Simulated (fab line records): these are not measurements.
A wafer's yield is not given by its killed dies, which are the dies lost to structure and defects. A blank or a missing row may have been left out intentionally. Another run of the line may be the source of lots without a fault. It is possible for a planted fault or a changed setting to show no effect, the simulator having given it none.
A struck lot beside a sound one    flow n5-finfet    41 out of 1938 route steps
Sound: the wafers L552.3, L552.4, L552.6. Struck: wafer L558.4. (L558.1, L558.6 of the same lot were not struck and are left out.) The cause comes at the end.
At each step with rows: each side's tool, then ch and its chambers, then its first start. Under that, the readings that differ: sound wafers    struck wafers    difference of the means    sigmas: that difference in standard deviations of wafers without a fault.
alike: words and numbers the same on both sides, and readings whose means are apart by under 2 such deviations; not compared: readings that were withheld, readings missing a value for some wafer, numbers with overlapping values and no deviation given by the record, and bounds like >300 which may hide the same value.
Wherever a step has rows on one side only, a row that says differs or no value, or a row with sigmas, the two part there. When numbers do not overlap yet have no deviation, they are printed without sigmas and do not part them. Lack of a reading on every wafer of one side parts them only where that side has two or more wafers.

first, 2 steps without rows for these wafers: N5_BEOL_M4_PRECLEAN_42 (cleans in residue remover, time 60 s); N5_BEOL_M4_SRD_43 (time 30 s).
N5_BEOL_M4_CD_MEAS_35: target cd 18 nm, target cd y 22.4 nm.
  struck on cd-sem-03, day 10 08:01; sound on cd-sem-01, day 8 06:56
  alike: cd-nm
then, 1 step without rows for these wafers: N5_BEOL_M4_DEGAS_44 (time 60 s).
N5_BEOL_M4_PRE_CLEAN_45: time 30 s.
  struck on pvd-sputter-03, day 10 08:31; sound on pvd-sputter-02, day 8 07:13
  alike: heater-power-w
then, 6 steps without rows for these wafers: N5_BEOL_M4_ALD_84 (deposits TaN, pulse time 2 s, purge time 3 s, co reactant purge time 2 s); N5_BEOL_M4_SURFACE_TREAT_85; N5_BEOL_M4_CVD_47 (deposits Co from CCTBA/H2, target thk 3 nm, time 223.8 s); N5_BEOL_M4_SPUTTER_48 (material Cu, target thk 4.5 nm, time 8.29 s); N5_BEOL_M4_ANNEAL_49 (time 240 s); N5_BEOL_M4_SPUTTER_79 (material Cu, target thk 4.5 nm, time 8.29 s).
N5_BEOL_M4_ANNEAL_80: time 240 s.
  struck on pvd-sputter-03, day 10 09:23; sound on pvd-sputter-03, day 8 08:23
  alike: heater-power-w
N5_BEOL_M4_SPUTTER_81: material Cu, target thk 4.5 nm, time 8.29 s.
  struck on pvd-sputter-03, day 10 09:31; sound on pvd-sputter-03, day 8 08:32
  alike: substrate-temp-c, throttle-valve-pct
N5_BEOL_M4_ANNEAL_82: time 240 s.
  struck on pvd-sputter-03, day 10 09:36; sound on pvd-sputter-03, day 8 08:37
  alike: heater-power-w
then, 8 steps without rows for these wafers: N5_BEOL_M4_SPUTTER_86 (material Cu, target thk 4.5 nm, time 8.29 s); N5_BEOL_M4_ANNEAL_87 (time 240 s); N5_BEOL_M4_SPUTTER_88 (material Cu, target thk 4.5 nm, time 8.29 s); N5_BEOL_M4_ANNEAL_89 (time 240 s); N5_BEOL_M4_SPUTTER_90 (material Cu, target thk 4.5 nm, time 8.29 s); N5_BEOL_M4_ANNEAL_91 (time 240 s); N5_BEOL_M4_SPUTTER_92 (material Cu, target thk 4.5 nm, time 8.29 s); N5_BEOL_M4_ANNEAL_93 (time 240 s).
N5_BEOL_M4_SPUTTER_94: material Cu, target thk 4.5 nm, time 8.29 s.
  struck on pvd-sputter-03, day 10 10:37; sound on pvd-sputter-03, day 8 09:38
  alike: substrate-temp-c, throttle-valve-pct
then, 9 steps without rows for these wafers: N5_BEOL_M4_ANNEAL_95 (time 240 s); N5_BEOL_M4_SPUTTER_96 (material Cu, target thk 4.5 nm, time 8.29 s); N5_BEOL_M4_ECD_50 (material Cu, target thk 300 nm); N5_BEOL_M4_ANNEAL_51 (time 90 s); N5_BEOL_M4_CMP_52 (polishes, stops on SiOC, t overpolish 6.8 s, target thk 40 nm); N5_BEOL_M4_PRE_CLEAN_60 (time 15 s); N5_BEOL_M4_CO_CAP_55 (material Co, precursor CCTBA/H2, target thk 2 nm, time 102.1 s); N5_BEOL_M4_PRE_CLEAN_56 (time 15 s); N5_BEOL_M4_DEP_57 (deposits SiCN from 3MS/NH3, target thk 8 nm, time 14 s).
N5_BEOL_M4_RS_MEAS_58: measures by four-point-probe.
  struck on film-metro-02, day 10 11:55; sound on film-metro-02, day 8 10:54
reading         sound           struck  difference  sigmas
M4_RS (ohm/sq)  0.68 0.67 0.71  0.61    -0.08       -2
N5_BEOL_M4_RC_MEAS_101:
  sound on prober-02 ch 0, day 8 11:16; struck on prober-01 ch 0, day 10 11:58
  alike: DIBL_N, DIBL_P, IOFF_N, IOFF_P, ION_N, ION_P, SS_N, SS_P, VT_N, VT_P
then, 2 steps without rows for these wafers: N5_BEOL_M5_ILD_DEP_00 (deposits SiCOH lowk from DEMS/porogen, target thk 140.64 nm, time 25.9 s); N5_BEOL_M5_CURE_79 (cures SiCOH lowk, time 240 s).
N5_BEOL_M5_THK_MEAS_01:
  struck on film-metro-01, day 10 13:31; sound on film-metro-02, day 8 12:30
  alike: M5_ILD_THK
then, 1 step without rows for these wafers: N5_BEOL_M5_PECVD_70 (deposits SiO2 from TEOS/O2, target thk 16 nm, time 18 s).
N5_BEOL_M5_HM_DEP_02: deposits TiN, target thk 20 nm.
  struck on pvd-sputter-01, day 10 14:22; sound on pvd-sputter-03, day 8 13:29
  alike: substrate-temp-c, throttle-valve-pct
then, 1 step without rows for these wafers: N5_BEOL_M5_COAT_59 (time 60 s, resist thk 60 nm).
-- the record jumps here: 4 days lie between the struck wafers' starts before and after (it left off in module BEOL_M5 and takes up again in module PASSIVATION, whose first step shown is number 1936 of the route) --
N5_PASSIVATION_PROBE_49:
  only the struck wafers here have rows in the record (prober-02, day 14 17:14); the sound ones have none

## WHERE THEY PART
Earliest at N5_BEOL_M4_RS_MEAS_58; latest, in this record, at N5_PASSIVATION_PROBE_49.

WHY: what had been put in by the simulator
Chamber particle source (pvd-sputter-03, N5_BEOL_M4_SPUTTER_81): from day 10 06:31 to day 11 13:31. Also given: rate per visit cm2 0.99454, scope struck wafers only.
